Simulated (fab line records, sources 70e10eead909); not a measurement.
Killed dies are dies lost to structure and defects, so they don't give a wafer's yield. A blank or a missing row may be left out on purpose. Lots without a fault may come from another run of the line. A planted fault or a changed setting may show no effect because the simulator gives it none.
fab line records | flow nand_harc
record lots=6 wafers=18 last_day=24
route steps=1159 shown A_ONON_D1@432 END@1159
lots that met no fault: from a run of the same line without faults
start_h: hours from the record's first day to the start of the lot's first wafer shown | wait_h: hours since the lot's step before | " the same as in the row above | L1.1+2: a row that stands for several wafers | - no value, or no start given | * or withheld: withheld | < > ~ a bound
route shown NAME@n: a module of which the file shows steps, and the number in the route of the first | usual: mean/standard deviation of fault-free wafers | same: alike in all rows | chamber/n: place in a boat | sites: the reading at each site | _std_site: their standard deviation | _edge_site: outer sites' mean less inner sites' | radius_mm: how far each site lies from the wafer's centre | mask NAME#n: copy n | behind: the tool/chamber that last shaped the wafer | hold: why the lot was held/for how many hours/how that ended | device: the transistor (n, p or np) that didn't switch | end of line: the same wafers' tests at the end of the route | a step without rows: its recipe alone | killed: dies lost to structure and defects at the first sort, not the wafer's yield | map: a wafer's dies, x killed, . not, _ none there
set.NAME: the setting as run; set.NAME@STEP: as run at that earlier step | model.NAME: the simulator's own value behind a step, which no gauge read
lots at some steps of the route; a table a step, a row a wafer
services: from which hour (start_h, from the record's first day; less than 0 if before it) a tool's chamber was out of use, for how many hours, and why
## steps
# step NHARC_A_ONON_D1_DEP_12
# recipe target_thk_a=10000 n2_flow_sccm=2750 n2o_flow_sccm=2000 nh3_flow_sccm=500 sih4_flow_sccm=210 temp_c=400
# step NHARC_A_ONON_D1_THK_MEAS_14
# recipe thk_meas_gauge=ellipsometry
# usual thk_nm=1001/8.4
# columns lot.wafer tool chamber start_h wait_h thk_nm
L555.2 film_metro-01 - 179.99 - 1003
L555.3 " - " " 1005
L555.4 " - " " 1007
L559.3 film_metro-01 - 195.29 - 995
L559.4 " - " " 995
L559.5 " - " " 994
L562.3 film_metro-02 - 218.57 - 1001
L562.4 " - " " 1000
L562.6 " - " " 999
L561.2 film_metro-01 - 228.12 - 986
L561.4 " - " " 986
L561.5 " - " " 986
L572.1 film_metro-01 - 277.73 - 1000
L572.2 " - " " 999
L572.3 " - " " 1000
L573.3 film_metro-02 - 294.38 - 992
L573.5 " - " " 991
L573.6 " - " " 993
# step NHARC_A_ONON_D1_ANNEAL_15
# recipe temp_c=750 time_s=3600
# step NHARC_A_ONON_D1_DEP_16
# recipe target_thk_a=10000 n2_flow_sccm=2750 n2o_flow_sccm=2000 nh3_flow_sccm=500 sih4_flow_sccm=210 temp_c=400
# step NHARC_A_ONON_D1_THK_MEAS_18
# recipe thk_meas_gauge=ellipsometry
# usual thk_nm=1002/10
# columns lot.wafer tool chamber start_h wait_h thk_nm
L555.2 film_metro-02 - 186.95 - 1005
L555.3 " - " " 1003
L555.4 " - " " 1005
L559.3 film_metro-02 - 202.43 - 1002
L559.4 " - " " 1002
L559.5 " - " " 1002
L562.3 film_metro-01 - 229.43 - 1003
L562.4 " - " " 1003
L562.6 " - " " 1003
L561.2 film_metro-02 - 235.26 - 991
L561.4 " - " " 990
L561.5 " - " " 990
L572.1 film_metro-02 - 284.84 - 997
L572.2 " - " " 997
L572.3 " - " " 995
L573.3 film_metro-02 - 301.62 - 1009
L573.5 " - " " 1008
L573.6 " - " " 1006
# step NHARC_A_ONON_D1_DEP_19
# recipe target_thk_a=10000 n2_flow_sccm=2750 n2o_flow_sccm=2000 nh3_flow_sccm=500 sih4_flow_sccm=210 temp_c=400
# step NHARC_A_ONON_D1_THK_MEAS_21
# recipe thk_meas_gauge=ellipsometry
# usual thk_nm=1000/10
# columns lot.wafer tool chamber start_h wait_h thk_nm
L555.2 film_metro-02 - 187.67 - 1003
L555.3 " - " " 1002
L555.4 " - " " 1003
L559.3 film_metro-01 - 203.00 - 996
L559.4 " - " " 997
L559.5 " - " " 996
L562.3 film_metro-01 - 229.99 - 1010
L562.4 " - " " 1011
L562.6 " - " " 1012
L561.2 film_metro-02 - 235.83 - 993
L561.4 " - " " 993
L561.5 " - " " 993
L572.1 film_metro-01 - 285.41 - 989
L572.2 " - " " 990
L572.3 " - " " 990
L573.3 film_metro-02 - 302.18 - 991
L573.5 " - " " 991
L573.6 " - " " 994
# step NHARC_A_ONON_D1_DEP_22
# recipe target_thk_a=10000 n2_flow_sccm=2750 n2o_flow_sccm=2000 nh3_flow_sccm=500 sih4_flow_sccm=210 temp_c=400
# step NHARC_A_ONON_D1_THK_MEAS_24
# recipe thk_meas_gauge=ellipsometry
# usual thk_nm=1001/9.5
# columns lot.wafer tool chamber start_h wait_h thk_nm
L555.2 film_metro-01 - 188.35 - 1005
L555.3 " - " " 1005
L555.4 " - " " 1003
L559.3 film_metro-01 - 203.56 - 998
L559.4 " - " " 996
L559.5 " - " " 996
L562.3 film_metro-01 - 230.56 - 995
L562.4 " - " " 995
L562.6 " - " " 993
L561.2 film_metro-02 - 236.39 - 1001
L561.4 " - " " 1000
L561.5 " - " " 999
L572.1 film_metro-02 - 285.98 - 1010
L572.2 " - " " 1007
L572.3 " - " " 1008
L573.3 film_metro-02 - 302.75 - 990
L573.5 " - " " 988
L573.6 " - " " 987
# step NHARC_A_ONON_D1_DEP_25
# recipe target_thk_a=10000 n2_flow_sccm=2750 n2o_flow_sccm=2000 nh3_flow_sccm=500 sih4_flow_sccm=210 temp_c=400
# step NHARC_A_ONON_D1_THK_MEAS_27
# recipe thk_meas_gauge=ellipsometry
# usual thk_nm=997/11
# columns lot.wafer tool chamber start_h wait_h thk_nm
L555.2 film_metro-01 - 188.91 - 997
L555.3 " - " " 994
L555.4 " - " " 996
L559.3 film_metro-01 - 204.12 - 1001
L559.4 " - " " 999
L559.5 " - " " 1000
L562.3 film_metro-01 - 231.13 - 1002
L562.4 " - " " 1002
L562.6 " - " " 1004
L561.2 film_metro-02 - 236.96 - 991
L561.4 " - " " 991
L561.5 " - " " 992
L572.1 film_metro-02 - 286.55 - 984
L572.2 " - " " 986
L572.3 " - " " 986
L573.3 film_metro-02 - 303.32 - 1017
L573.5 " - " " 1016
L573.6 " - " " 1015
# step NHARC_A_ONON_D1_DEP_28
# recipe target_thk_a=10000 n2_flow_sccm=2750 n2o_flow_sccm=2000 nh3_flow_sccm=500 sih4_flow_sccm=210 temp_c=400
# usual n2_flow_sccm=2749/8.6 n2o_flow_sccm=2000/6.3
# columns lot.wafer tool chamber start_h wait_h n2_flow_sccm n2o_flow_sccm
L555.2 pecvd_onon-01 0 189.04 0.1 2739 2007
L555.3 " 0 " " 2750 2002
L555.4 " 0 " " 2739 2002
L559.3 pecvd_onon-03 0 204.30 0.2 2726 2003
L559.4 " 0 " " 2744 1992
L559.5 " 0 " " 2729 1999
L562.3 pecvd_onon-01 0 231.30 0.2 2747 1998
L562.4 " 0 " " 2749 1999
L562.6 " 0 " " 2733 2004
L561.2 pecvd_onon-02 0 237.08 0.1 2753 1996
L561.4 " 0 " " 2757 1985
L561.5 " 0 " " 2746 1986
L572.1 pecvd_onon-03 - 286.61 0.1 - -
L572.2 " - " " - -
L572.3 " - " " - -
L573.3 pecvd_onon-03 - 303.49 0.2 - -
L573.5 " - " " - -
L573.6 " - " " - -
# step NHARC_END_SORT_01
# recipe temp_c=25
# usual killed_at_array=29/10 killed_at_other=0.7/1.1 killed_at_periphery=3.2/2.2 killed_dies=33/11 killed_open=3.5/1.8 killed_short=2.0/1.4
# same gross_dies=677
# columns lot.wafer tool chamber start_h wait_h killed_at_array killed_at_other killed_at_periphery killed_dies killed_open killed_short
L559.3 prober-02 0 484.12 3.1 25 0 1 26 3 1
L559.4 prober-02 0 484.93 3.4 27 0 4 31 7 0
L559.5 prober-02 0 485.74 3.7 13 0 2 15 2 2
L572.1 prober-01 0 566.58 2.5 673 2 2 677 4 3
L572.2 prober-01 0 567.37 2.8 674 0 3 677 4 0
L572.3 prober-01 0 568.16 3.1 675 0 2 677 2 2
L573.3 prober-02 0 575.83 3.1 676 0 1 677 2 1
L573.5 prober-02 0 577.43 3.7 675 2 0 677 3 1
L573.6 prober-02 0 578.23 4.0 673 3 1 677 2 3
# killed by level:class
L559.3 A_CHANNEL_HOLE_D1:chamber_film_flake=18 A_STAIRCASE:chamber_film_flake=3 A_CONTACT:geometric_particle:open=2 P_M0:geometric_particle:open=1 A_WL_FILL:geometric_particle:short=1 A_CONTACT:chamber_film_flake=1
L559.4 A_CHANNEL_HOLE_D1:chamber_film_flake=16 A_CONTACT:chamber_film_flake=3 A_CONTACT:geometric_particle:open=2 P_STI:chamber_film_flake=2 A_STAIRCASE:chamber_film_flake=2 P_ZERO_WELL:geometric_particle:open=1 P_CONTACT:geometric_particle:open=1 A_ONON_D1:geometric_particle:open=1
L559.5 A_CHANNEL_HOLE_D1:chamber_film_flake=6 A_STAIRCASE:chamber_film_flake=2 A_CONTACT:chamber_film_flake=2 P_M0:geometric_particle:short=1 P_M1:geometric_particle:open=1 A_SOURCE_PLATE:geometric_particle:open=1 A_CHANNEL_HOLE_D1:geometric_particle:short=1 A_ZERO_WELL:chamber_film_flake=1
L572.1 A_ONON_D1:area_dep=632 A_CHANNEL_HOLE_D1:chamber_film_flake=30 A_CONTACT:chamber_film_flake=4 P_M0:geometric_particle:open=2 STARTING-WAFER:geometric_particle:short=2 A_SLIT:chamber_film_flake=2 A_SOURCE_PLATE:geometric_particle:open=1 A_WL_FILL:geometric_particle:short=1
L572.2 A_ONON_D1:area_dep=641 A_CHANNEL_HOLE_D1:chamber_film_flake=20 A_CONTACT:chamber_film_flake=6 A_STAIRCASE:chamber_film_flake=2 P_M0:geometric_particle:open=1 A_SOURCE_PLATE:geometric_particle:open=1 A_CHANNEL_HOLE_D1:geometric_particle:open=1 A_CHANNEL_FILL_D1:geometric_particle:open=1
L572.3 A_ONON_D1:area_dep=642 A_CHANNEL_HOLE_D1:chamber_film_flake=23 A_WL_FILL:chamber_film_flake=2 A_CONTACT:chamber_film_flake=2 A_BLC:chamber_film_flake=2 P_GATE:geometric_particle:short=1 P_M0:geometric_particle:open=1 A_SGD_CUT:geometric_particle:short=1
L573.3 A_ONON_D1:area_dep=625 A_SLIT:chamber_film_flake=20 A_SGD_CUT:chamber_film_flake=8 A_CONTACT:chamber_film_flake=8 A_CHANNEL_HOLE_D1:chamber_film_flake=5 A_ZERO_WELL:chamber_film_flake=3 A_STAIRCASE:chamber_film_flake=3 A_WL_FILL:chamber_film_flake=2
L573.5 A_ONON_D1:area_dep=634 A_SLIT:chamber_film_flake=23 A_CHANNEL_HOLE_D1:chamber_film_flake=4 A_CONTACT:chamber_film_flake=3 A_CHANNEL_FILL_D1:chamber_film_flake=2 A_SGD_CUT:chamber_film_flake=2 THIN_TSV:chamber_film_flake=2 A_ONON_D1:geometric_particle:open=1
L573.6 A_ONON_D1:area_dep=638 A_SLIT:chamber_film_flake=13 A_CHANNEL_HOLE_D1:chamber_film_flake=8 A_SGD_CUT:chamber_film_flake=5 A_CONTACT:chamber_film_flake=4 THIN_TSV:chamber_film_flake=2 P_M1:geometric_particle:short=1 A_ONON_D1:geometric_particle:short=1
# map L572.1 (x killed, . not)
____________x____________
_________xxxxxxx_________
_______xxxxxxxxxxx_______
______xxxxxxxxxxxxx______
_____xxxxxxxxxxxxxxx_____
____xxxxxxxxxxxxxxxxx____
____xxxxxxxxxxxxxxxxx____
___xxxxxxxxxxxxxxxxxxx___
___xxxxxxxxxxxxxxxxxxx___
__xxxxxxxxxxxxxxxxxxxxx__
__xxxxxxxxxxxxxxxxxxxxx__
_xxxxxxxxxxxxxxxxxxxxxxx_
_xxxxxxxxxxxxxxxxxxxxxxx_
_xxxxxxxxxxxxxxxxxxxxxxx_
_xxxxxxxxxxxxxxxxxxxxxxx_
_xxxxxxxxxxxxxxxxxxxxxxx_
xxxxxxxxxxxxxxxxxxxxxxxxx
xxxxxxxxxxxxxxxxxxxxxxxxx
xxxxxxxxxxxxxxxxxxxxxxxxx
xxxxxxxxxxxxxxxxxxxxxxxxx
xxxxxxxxxxxxxxxxxxxxxxxxx
_xxxxxxxxxxxxxxxxxxxxxxx_
_xxxxxxxxxxxxxxxxxxxxxxx_
_xxxxxxxxxxxxxxxxxxxxxxx_
_xxxxxxxxxxxxxxxxxxxxxxx_
_xxxxxxxxxxxxxxxxxxxxxxx_
__xxxxxxxxxxxxxxxxxxxxx__
__xxxxxxxxxxxxxxxxxxxxx__
___xxxxxxxxxxxxxxxxxxx___
___xxxxxxxxxxxxxxxxxxx___
____xxxxxxxxxxxxxxxxx____
____xxxxxxxxxxxxxxxxx____
_____xxxxxxxxxxxxxxx_____
______xxxxxxxxxxxxx______
_______xxxxxxxxxxx_______
_________xxxxxxx_________
____________x____________
# map L573.3 (x killed, . not)
____________x____________
_________xxxxxxx_________
_______xxxxxxxxxxx_______
______xxxxxxxxxxxxx______
_____xxxxxxxxxxxxxxx_____
____xxxxxxxxxxxxxxxxx____
____xxxxxxxxxxxxxxxxx____
___xxxxxxxxxxxxxxxxxxx___
___xxxxxxxxxxxxxxxxxxx___
__xxxxxxxxxxxxxxxxxxxxx__
__xxxxxxxxxxxxxxxxxxxxx__
_xxxxxxxxxxxxxxxxxxxxxxx_
_xxxxxxxxxxxxxxxxxxxxxxx_
_xxxxxxxxxxxxxxxxxxxxxxx_
_xxxxxxxxxxxxxxxxxxxxxxx_
_xxxxxxxxxxxxxxxxxxxxxxx_
xxxxxxxxxxxxxxxxxxxxxxxxx
xxxxxxxxxxxxxxxxxxxxxxxxx
xxxxxxxxxxxxxxxxxxxxxxxxx
xxxxxxxxxxxxxxxxxxxxxxxxx
xxxxxxxxxxxxxxxxxxxxxxxxx
_xxxxxxxxxxxxxxxxxxxxxxx_
_xxxxxxxxxxxxxxxxxxxxxxx_
_xxxxxxxxxxxxxxxxxxxxxxx_
_xxxxxxxxxxxxxxxxxxxxxxx_
_xxxxxxxxxxxxxxxxxxxxxxx_
__xxxxxxxxxxxxxxxxxxxxx__
__xxxxxxxxxxxxxxxxxxxxx__
___xxxxxxxxxxxxxxxxxxx___
___xxxxxxxxxxxxxxxxxxx___
____xxxxxxxxxxxxxxxxx____
____xxxxxxxxxxxxxxxxx____
_____xxxxxxxxxxxxxxx_____
______xxxxxxxxxxxxx______
_______xxxxxxxxxxx_______
_________xxxxxxx_________
____________x____________
## services
# columns tool chamber start_h hours kind
pecvd_onon-01 - 195.22 13.0 pm
pecvd_onon-03 - 212.82 20.0 repair
pecvd_onon-02 - 292.13 13.0 pm
## key
first_sign step=NHARC_A_ONON_D1_DEP_28 reading=tool_record direction=missing
effect step=NHARC_END_SORT_01 reading=killed_at_array direction=up sigmas=63 usual=29 struck=674
more_kills_born_at NHARC_A_ONON_D1_DEP_28@pecvd_onon-03=3812
met_at NHARC_A_ONON_D1_DEP_28
struck_wafers L572.1,L572.2,L572.3,L573.3,L573.5,L573.6
later_rows_left_out L572.1,L572.2,L572.3,L573.3,L573.5,L573.6
tester_left_out L572,L573
onset_between 204.30 286.61
fault kind=skipped_step_whole tool=pecvd_onon-03 chamber=- onset_h=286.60 steps=NHARC_A_ONON_D1_DEP_28 scope=struck_lots_only
# tester_left_out: of these lots the tester's yield and bins aren't shown, on N5 and GAA mostly nor the transistor test; their killed dies are dies lost to structure and defects alone, not to doping, threshold or leakage, so they don't give the yield
# later_rows_left_out: the simulator's readings of these wafers behind a module that went badly wrong aren't trusted and aren't shown, but for the sort
